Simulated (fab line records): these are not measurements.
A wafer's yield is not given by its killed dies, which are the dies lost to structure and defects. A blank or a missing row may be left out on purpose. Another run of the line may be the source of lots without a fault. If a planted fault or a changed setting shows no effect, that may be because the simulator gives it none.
Which tool is to blame? | flow n5_finfet | 24 lots with 72 wafers sampled at 3 steps, on a route of 1938 steps

## WHAT THE GAUGES READ, wafer by wafer
N5_BEOL_M13_OVL_MEAS_29.
lot  | measured     | on         | M13_OVL (nm)
L074 | day 12 13:02 | overlay-02 | 6 6 9
L075 | day 13 21:08 | overlay-02 | 6 5 6
L076 | day 14 05:26 | overlay-02 | 4 -3 6
L077 | day 14 09:01 | overlay-02 | 10 11 6
L078 | day 14 21:59 | overlay-01 | 3 1 1
L080 | day 15 01:40 | overlay-01 | 6 5 7
L081 | day 15 07:44 | overlay-01 | 0 4 2
L083 | day 15 08:37 | overlay-01 | 3 -1 5
L082 | day 15 15:43 | overlay-01 | 8 2 3
L084 | day 15 17:16 | overlay-02 | 2 4 -5
L086 | day 16 03:55 | overlay-02 | 4 5 7
L092 | day 16 05:55 | overlay-01 | 1 2 4
L085 | day 16 13:37 | overlay-02 | 4 12 6
L088 | day 16 23:26 | overlay-02 | 4 2 10
L087 | day 17 04:32 | overlay-02 | 3 2 -1
L089 | day 17 05:13 | overlay-02 | 1 -5 -2
L090 | day 17 11:11 | overlay-02 | -2 -2 3
L091 | day 17 17:49 | overlay-02 | 4 9 8
L093 | day 17 19:20 | overlay-02 | -2 0 2
L097 | day 18 20:17 | overlay-01 | 14 6 10
L096 | day 18 21:04 | overlay-02 | -4 0 5
L079 | day 18 21:14 | overlay-02 | 15 12 11
L094 | day 19 13:48 | overlay-01 | 6 8 10
L095 | day 19 19:48 | overlay-02 | -2 -4 -9

## TOOL THAT RAN EACH LOT (tool first, then ch and the chambers of the sampled wafers, then the start)
lot  | N5_BEOL_M12_TRENCH_ETCH_34         | N5_BEOL_M12_DEGAS_41
L074 | rie_diel-04 ch 2,3, day 12 07:10   | pvd_sputter-03, day 12 10:14
L075 | rie_diel-02 ch 0,1, day 13 15:44   | pvd_sputter-03, day 13 18:18
L076 | rie_diel-02 ch 0,1,3, day 13 23:46 | pvd_sputter-02, day 14 01:16
L077 | rie_diel-02 ch 0,2, day 14 04:53   | pvd_sputter-02, day 14 06:16
L078 | rie_diel-02 ch 0,1,2, day 14 14:13 | pvd_sputter-02, day 14 19:01
L080 | rie_diel-04 ch 0,1, day 14 21:47   | pvd_sputter-03, day 14 22:28
L081 | rie_diel-04 ch 0,1,3, day 15 00:50 | pvd_sputter-02, day 15 04:54
L083 | rie_diel-02 ch 0,1,2, day 15 03:24 | pvd_sputter-02, day 15 05:31
L082 | rie_diel-04 ch 0,1, day 15 10:48   | pvd_sputter-01, day 15 12:26
L084 | rie_diel-04 ch 0,1,3, day 15 11:17 | pvd_sputter-03, day 15 14:17
L086 | rie_diel-04 ch 0,2,3, day 15 23:01 | pvd_sputter-01, day 16 00:53
L092 | rie_diel-05 ch 1,2,3, day 16 00:05 | pvd_sputter-03, day 16 03:03
L085 | rie_diel-02 ch 0,1,2, day 16 02:42 | pvd_sputter-03, day 16 10:08
L088 | rie_diel-02 ch 1,3, day 16 17:18   | pvd_sputter-03, day 16 20:08
L087 | rie_diel-02 ch 0,1,3, day 16 23:43 | pvd_sputter-02, day 17 01:25
L089 | rie_diel-05 ch 1,3, day 16 23:52   | pvd_sputter-03, day 17 01:53
L090 | rie_diel-02 ch 0,2, day 17 05:13   | pvd_sputter-03, day 17 08:13
L091 | rie_diel-05 ch 1,2,3, day 17 05:30 | pvd_sputter-02, day 17 13:56
L093 | rie_diel-05 ch 1,2, day 17 10:17   | pvd_sputter-03, day 17 16:10
L097 | rie_diel-02 ch 0,3, day 18 15:38   | pvd_sputter-01, day 18 17:20
L096 | rie_diel-05 ch 0,1, day 18 16:07   | pvd_sputter-02, day 18 17:50
L079 | rie_diel-02 ch 0,3, day 18 16:31   | pvd_sputter-03, day 18 17:50
L094 | rie_diel-05 ch 0,2,3, day 19 09:10 | pvd_sputter-01, day 19 10:53
L095 | rie_diel-02 ch 0,1, day 19 14:17   | pvd_sputter-02, day 19 16:58
- N5_BEOL_M12_TRENCH_ETCH_34: etches SiOC in C4F8/O2/Ar, target depth 318.95 nm, time 125.5 s.
- N5_BEOL_M12_DEGAS_41: time 60 s.

## AS READ BY THE TOOLS THEMSELVES (means over the sampled wafers that have a number; for cases with no such wafer, the mark the record gives instead)
N5_BEOL_M12_TRENCH_ETCH_34.
lot  | tool        | drypump_motor_current_A (A) | oes_product_au (a.u.) | rf_vpp_V (V) | showerhead_plenum_p_Torr (Torr) | throttle_valve_pct (%)
L074 | rie_diel-04 | 5.7                         | 0.67                  | 666.8        | 3.46                            | 24.34
L075 | rie_diel-02 | 5.9                         | 0.73                  | 665.3        | 3.40                            | 24.33
L076 | rie_diel-02 | 5.9                         | 0.80                  | 665.9        | 3.43                            | 24.19
L077 | rie_diel-02 | 5.8                         | 0.76                  | 666.0        | 3.41                            | 24.28
L078 | rie_diel-02 | 5.6                         | 0.72                  | 664.1        | 3.40                            | 24.37
L080 | rie_diel-04 | 5.5                         | 0.92                  | 666.3        | 3.45                            | 23.84
L081 | rie_diel-04 | 5.6                         | 0.92                  | 667.2        | 3.45                            | 23.95
L083 | rie_diel-02 | 5.6                         | 0.72                  | 664.5        | 3.40                            | 24.37
L082 | rie_diel-04 | 5.8                         | 0.88                  | 664.5        | 3.40                            | 23.82
L084 | rie_diel-04 | 5.6                         | 0.90                  | 666.3        | 3.45                            | 23.95
L086 | rie_diel-04 | 5.9                         | 0.82                  | 664.9        | 3.40                            | 24.05
L092 | rie_diel-05 | 5.8                         | 0.81                  | 665.2        | 3.40                            | 23.97
L085 | rie_diel-02 | 5.6                         | 0.71                  | 664.3        | 3.39                            | 24.38
L088 | rie_diel-02 | 5.8                         | 0.81                  | 665.6        | 3.43                            | 24.19
L087 | rie_diel-02 | 5.9                         | 0.77                  | 665.4        | 3.42                            | 24.23
L089 | rie_diel-05 | 6.0                         | 0.74                  | 664.3        | 3.37                            | 24.05
L090 | rie_diel-02 | 5.3                         | 0.71                  | 664.2        | 3.38                            | 24.41
L091 | rie_diel-05 | 5.8                         | 0.79                  | 665.2        | 3.39                            | 23.97
L093 | rie_diel-05 | 6.1                         | 0.82                  | 662.2        | 3.32                            | 23.89
L097 | rie_diel-02 | 5.9                         | 0.81                  | 665.6        | 3.43                            | 24.13
L096 | rie_diel-05 | 6.2                         | 0.74                  | 662.9        | 3.32                            | 24.10
L079 | rie_diel-02 | 6.1                         | 0.79                  | 666.5        | 3.42                            | 24.16
L094 | rie_diel-05 | 5.8                         | 0.84                  | 664.6        | 3.41                            | 24.03
L095 | rie_diel-02 | 6.0                         | 0.81                  | 664.1        | 3.39                            | 24.17

N5_BEOL_M12_DEGAS_41.
lot  | tool           | heater_power_w (W)
L074 | pvd_sputter-03 | 339
L075 | pvd_sputter-03 | 354
L076 | pvd_sputter-02 | 329
L077 | pvd_sputter-02 | 330
L078 | pvd_sputter-02 | 333
L080 | pvd_sputter-03 | 320
L081 | pvd_sputter-02 | 334
L083 | pvd_sputter-02 | 319
L082 | pvd_sputter-01 | 373
L084 | pvd_sputter-03 | 326
L086 | pvd_sputter-01 | 337
L092 | pvd_sputter-03 | 338
L085 | pvd_sputter-03 | 328
L088 | pvd_sputter-03 | 339
L087 | pvd_sputter-02 | 342
L089 | pvd_sputter-03 | 312
L090 | pvd_sputter-03 | 314
L091 | pvd_sputter-02 | 332
L093 | pvd_sputter-03 | 342
L097 | pvd_sputter-01 | 333
L096 | pvd_sputter-02 | 309
L079 | pvd_sputter-03 | 318
L094 | pvd_sputter-01 | 371
L095 | pvd_sputter-02 | 323

## THE ANSWER, worked out from the rows above alone
Rule: usual is defined by the lots themselves. Put in order of their means at a reading, lots are off if they are a third of the lots or fewer, leave a main group of 4 or more, and stand apart from it by a gap of 3 or more times the standard deviation of the main group's means; of several such gaps the widest counts. A main group whose means are all the same, to the digits that the tables above print for the reading, isn't used. Also off: a lot with no number at a reading for which 4 or more lots have one. All remaining lots with rows at the step are treated as sound. Order of review: gauges by route order, followed by the tools' own readings, for which a lot's mean as printed above is used. The first step at which some lot is off is used, and at that step the reading that is off furthest; a lot without a number counts as furthest.
No lot is off on any of the readings shown, so nothing can be concluded from this.

## WHAT HAD BEEN PUT IN BY THE SIMULATOR
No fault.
